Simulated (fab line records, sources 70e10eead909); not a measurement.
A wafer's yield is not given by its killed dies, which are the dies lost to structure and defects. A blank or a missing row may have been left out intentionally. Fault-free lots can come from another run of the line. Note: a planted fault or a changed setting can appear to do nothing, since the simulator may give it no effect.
Chamber matching || flow nand_harc || rie_diel-13 running NHARC_A_ZERO_WELL_ETCH_19: 4 sister chambers
The step etches the open film in N2/H2, target depth 80 nm, overetch 24 nm, time 87.88 s. 8 wafers are shown with their chamber, then 10 later ones without.

== EACH WAFER AND ITS CHAMBER ==
{"wafer": "L873.2", "chamber": 2, "rf_vpp_V (V)": 432.9, "oes_product_au (a.u.)": 0.985}
{"wafer": "L876.5", "chamber": 2, "rf_vpp_V (V)": 433.3, "oes_product_au (a.u.)": 0.992}
{"wafer": "L877.1", "chamber": 0, "rf_vpp_V (V)": 431.4, "oes_product_au (a.u.)": 0.983}
{"wafer": "L880.1", "chamber": 3, "rf_vpp_V (V)": 434.8, "oes_product_au (a.u.)": 0.986}
{"wafer": "L880.2", "chamber": 1, "rf_vpp_V (V)": 430.0, "oes_product_au (a.u.)": 1.017}
{"wafer": "L880.4", "chamber": 0, "rf_vpp_V (V)": 430.1, "oes_product_au (a.u.)": 0.985}
{"wafer": "L882.1", "chamber": 3, "rf_vpp_V (V)": 436.2, "oes_product_au (a.u.)": 0.996}
{"wafer": "L882.2", "chamber": 1, "rf_vpp_V (V)": 428.1, "oes_product_au (a.u.)": 1.015}

== WAFERS WITHOUT THEIR CHAMBER ==
{"wafer": "L882.5", "rf_vpp_V (V)": 432.9, "oes_product_au (a.u.)": 0.986}
{"wafer": "L883.1", "rf_vpp_V (V)": 431.0, "oes_product_au (a.u.)": 0.988}
{"wafer": "L883.2", "rf_vpp_V (V)": 430.0, "oes_product_au (a.u.)": 1.001}
{"wafer": "L883.5", "rf_vpp_V (V)": 434.9, "oes_product_au (a.u.)": 0.982}
{"wafer": "L884.2", "rf_vpp_V (V)": 432.1, "oes_product_au (a.u.)": 0.998}
{"wafer": "L884.5", "rf_vpp_V (V)": 430.3, "oes_product_au (a.u.)": 0.981}
{"wafer": "L884.6", "rf_vpp_V (V)": 428.6, "oes_product_au (a.u.)": 1.002}
{"wafer": "L891.1", "rf_vpp_V (V)": 434.5, "oes_product_au (a.u.)": 0.985}
{"wafer": "L891.3", "rf_vpp_V (V)": 434.2, "oes_product_au (a.u.)": 0.990}
{"wafer": "L891.6", "rf_vpp_V (V)": 434.8, "oes_product_au (a.u.)": 0.989}

== CHAMBER TAKEN BY EACH ==
{"wafer": "L882.5", "from the rows above": "can't be placed: 2 or 0", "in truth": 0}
{"wafer": "L883.1", "from the rows above": "can't be placed: 0 or 2", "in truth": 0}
{"wafer": "L883.2", "from the rows above": "can't be placed: 1 or 0 or 2", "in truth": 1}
{"wafer": "L883.5", "from the rows above": "can't be placed: 3 or 2", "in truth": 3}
{"wafer": "L884.2", "from the rows above": "can't be placed: 2 or 0 or 3", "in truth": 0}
{"wafer": "L884.5", "from the rows above": 0, "in truth": 0}
{"wafer": "L884.6", "from the rows above": "can't be placed: 1 or 0", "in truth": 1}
{"wafer": "L891.1", "from the rows above": "can't be placed: 2 or 3", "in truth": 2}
{"wafer": "L891.3", "from the rows above": "can't be placed: 2 or 3", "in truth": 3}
{"wafer": "L891.6", "from the rows above": "can't be placed: 3 or 2", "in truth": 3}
1 of 10 placed correctly. Cannot be placed on the basis of these rows: 9; the candidates contain the true chamber in 9. Number placed wrongly: 0.
How it was worked out, from the rows above alone: a wafer's distance from a chamber is the root of the sum, over the readings, of the square of ((its reading less the chamber's mean) divided by the reading's scatter). The wafer belongs to the nearest chamber; if the next one is less than 2 further off, it can't be placed. A chamber's mean is the mean of its shown wafers. The scatter: the root of (the sum of the squares of (reading less its chamber's mean) over the shown wafers, divided by (wafers less chambers)).
